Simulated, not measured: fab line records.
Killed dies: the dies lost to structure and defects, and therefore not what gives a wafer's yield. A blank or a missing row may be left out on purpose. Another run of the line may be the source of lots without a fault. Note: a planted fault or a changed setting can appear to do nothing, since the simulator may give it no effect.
Split-lot study	flow n5_finfet	on a route of 1938 steps: 7 lots, 21 wafers read

## ABOUT THE SPLIT
At N5_HKMG_FIN_HK_ALD_01 (deposits HfO2, target thk 1.6 nm, pulse time 3 s, purge time 3 s), the setting ald_cycles was moved away from the recipe's 30 on 6 of the 21 wafers read, by -10.0% to +6.7%. For the rest of the wafers, this setting stayed at what the recipe calls for.

## FROM THE SPLIT TO THE READING: what the file shows between them, 14 steps
- N5_HKMG_FIN_EXPOSE_46: exposes mask NDIPOLE (also split here: dose_mj)
- N5_HKMG_FIN_PEB_47: peb time 60 s
- N5_HKMG_FIN_DEVELOP_48: develop time 30 s
- N5_HKMG_FIN_CD_MEAS_49: target cd 202 nm
- N5_HKMG_FIN_DESCUM_53: chemistry O2, time 7.9 s
- N5_HKMG_FIN_ETCH_54: etches SiARC in CF4, target depth 45.5 nm, time 75.8 s
- N5_HKMG_FIN_ETCH_55: etches SOC in N2/H2, target depth 240 nm, time 300 s
- N5_HKMG_FIN_STRIP_56: strips in N2/H2
- N5_HKMG_FIN_STRIP_57: strips in CF4
- N5_HKMG_FIN_ETCH_58: etches SOC in N2/H2, target depth 215.8 nm, time 741 s
- N5_HKMG_FIN_STRIP_93: strips SOC in N2/H2, time 20 s
- N5_HKMG_FIN_WET_ETCH_76: etches Al2O3 in dNH4OH, stops on La2O3, target depth 2.25 nm, rinse time 30 s
- N5_HKMG_FIN_WET_ETCH_82: etches La2O3 in dHCl, stops on HfO2, target depth 2 nm, rinse time 30 s
- N5_HKMG_FIN_ALD_36: deposits TiN, target thk 1 nm, pulse time 1 s, purge time 3 s

## THE READING
HK_THK, in nm, at N5_HKMG_FIN_THK_MEAS_70 (measures by xrf). On this fab line, fault-free wafers typically give 1.584 nm with a standard deviation of 0.021 nm.

wafer	tool, chamber at the split	ald_cycles as run	against the recipe	HK_THK, nm	against lot-mates on the recipe
L075.3	ald_hk-03, 3,0	30	recipe	1.582	-
L075.4	ald_hk-03, 3,0	30	recipe	1.590	-
L075.6	ald_hk-03, 1	28	-6.7%	1.477	-0.109
L076.2	ald_hk-03, 1,3	30	recipe	1.589	-
L076.3	ald_hk-03, 3	27	-10.0%	1.427	-0.170
L076.5	ald_hk-03, 1,3	30	recipe	1.605	-
L078.3	ald_hk-03, 2,3	27	-10.0%	1.414	-0.148
L078.4	ald_hk-03, 2,3	27	-10.0%	1.445	-0.117
L078.6	ald_hk-03, 2	30	recipe	1.562	-
L081.1	ald_hk-03, 3,0	30	recipe	1.609	-
L081.2	ald_hk-03, 3,0	30	recipe	1.618	-
L081.5	ald_hk-03, 3	32	+6.7%	1.726	+0.112
L086.1	ald_hk-01, 2,1,3	30	recipe	1.572	-
L086.2	ald_hk-01, 2,1,3	30	recipe	1.583	-
L086.4	ald_hk-01, 2,1,3	30	recipe	1.583	-
L087.1	ald_hk-03, 1,0	30	recipe	1.555	-
L087.3	ald_hk-03, 1,0	30	recipe	1.561	-
L087.4	ald_hk-03, 3	31	+3.3%	1.644	+0.086
L096.3	ald_hk-02, 3,2,2	30	recipe	1.595	-
L096.4	ald_hk-02, 3,2,2	30	recipe	1.610	-
L096.5	ald_hk-02, 3,2,2	30	recipe	1.613	-
When a row names more than one chamber, that row covers several wafers, and the file does not tell which wafer ran in which chamber.

FIT RESULTS
A straight line over all 21 wafers: HK_THK changes by +0.0168 nm for each +1% of ald_cycles; r = +0.97; the points scatter about the line by 0.019 nm.
The same after taking each lot's own level away (the mean of its wafers on the recipe; 21 wafers): +0.0155 nm for each +1%; r = +0.98; scatter 0.013 nm.
Per that fit: largest ald_cycles move, reading shift of 0.15 nm.
Across the lots, their own levels run from 1.5580 to 1.6135 nm, a range of 2.6 times the standard deviation given above.
The two slopes are in agreement: the lot-to-lot level therefore moves the slope only a little.
Check: for one of the wafers moved furthest among these (-10.0%), held out of the fit, the line's prediction against its lot-mates is -0.145 nm. Against them it came out at -0.17 nm.

## ADDITIONAL SPLITS CARRIED BY THESE WAFERS
Other splits were also applied to these wafers ahead of the reading. Each is held against what the fit with the lots' levels taken away leaves over:
other split on the same wafers	wafers away from the commonest value	r with HK_THK (lot level and that fit taken away)
N5_HKMG_FIN_EXPOSE_46 dose_mj	4	-0.16

## THE FILE'S OWN FIT
HK_THK changes by +0.016 nm for each +1% of ald_cycles, r = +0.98.
